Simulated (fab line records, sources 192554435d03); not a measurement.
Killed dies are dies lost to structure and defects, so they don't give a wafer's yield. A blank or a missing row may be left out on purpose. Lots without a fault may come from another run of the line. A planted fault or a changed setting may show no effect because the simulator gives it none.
Which tool did it? | flow n5_finfet | 11 lots, 33 wafers sampled, at 2 steps of a route of 1938

WHAT THE GAUGES READ, wafer by wafer
N5_MIM_TOP_LITHO_CD_MEAS_08: target cd 2000 nm.
lot  | measured     | on        | cd_nm (nm)
L435 | day 12 16:52 | cd_sem-01 | 2000.6 1999.1 1999.8
L434 | day 13 03:01 | cd_sem-01 | 1999.8 2004.9 1998.5
L438 | day 13 07:37 | cd_sem-02 | 1997.3 1997.2 1996.6
L442 | day 14 23:11 | cd_sem-03 | 1999.7 1996.8 1999.1
L447 | day 15 10:47 | cd_sem-03 | 2000.0 1996.4 1997.4
L449 | day 16 08:36 | cd_sem-02 | 1997.7 1999.0 1999.1
L451 | day 17 00:05 | cd_sem-03 | 1998.5 1996.6 2000.9
L453 | day 17 16:07 | cd_sem-03 | 2001.8 2001.9 2003.5
L454 | day 17 16:09 | cd_sem-02 | 2000.8 2001.5 2001.4
L455 | day 17 16:23 | cd_sem-03 | 2004.9 2002.4 1999.5
L452 | day 17 19:25 | cd_sem-03 | 1999.0 2001.6 1999.0

WHICH TOOL RAN EACH LOT (tool, then ch and the chambers of the sampled wafers, then the start)
lot  | N5_MIM_TOP_SPUTTER_03
L435 | pvd_sputter-01, day 12 16:28
L434 | pvd_sputter-03, day 13 02:29
L438 | pvd_sputter-01, day 13 07:13
L442 | pvd_sputter-03, day 14 22:39
L447 | pvd_sputter-03, day 15 10:23
L449 | pvd_sputter-02, day 16 08:13
L451 | pvd_sputter-02, day 16 23:41
L453 | pvd_sputter-02, day 17 15:36
L454 | pvd_sputter-01, day 17 15:36
L455 | pvd_sputter-02, day 17 16:00
L452 | pvd_sputter-03, day 17 19:01
- N5_MIM_TOP_SPUTTER_03: material TiN, target thk 35 nm, time 89.7 s.

THE ANSWER, worked out from the rows above alone
Rule: what is usual is taken from the lots themselves. Put in order of their means at a reading, lots are off if they are a third of the lots or fewer, leave a main group of 4 or more, and stand apart from it by a gap of 3 or more times the standard deviation of the main group's means; of several such gaps the widest counts. A main group whose means are all the same, to the digits that the tables above print for the reading, isn't used. A lot without any number at a reading at which 4 lots or more have one is off too. The other lots that the step has rows for count as sound.
No lot is off at any reading shown: from this, nothing can be told.

WHAT THE SIMULATOR HAD PUT IN
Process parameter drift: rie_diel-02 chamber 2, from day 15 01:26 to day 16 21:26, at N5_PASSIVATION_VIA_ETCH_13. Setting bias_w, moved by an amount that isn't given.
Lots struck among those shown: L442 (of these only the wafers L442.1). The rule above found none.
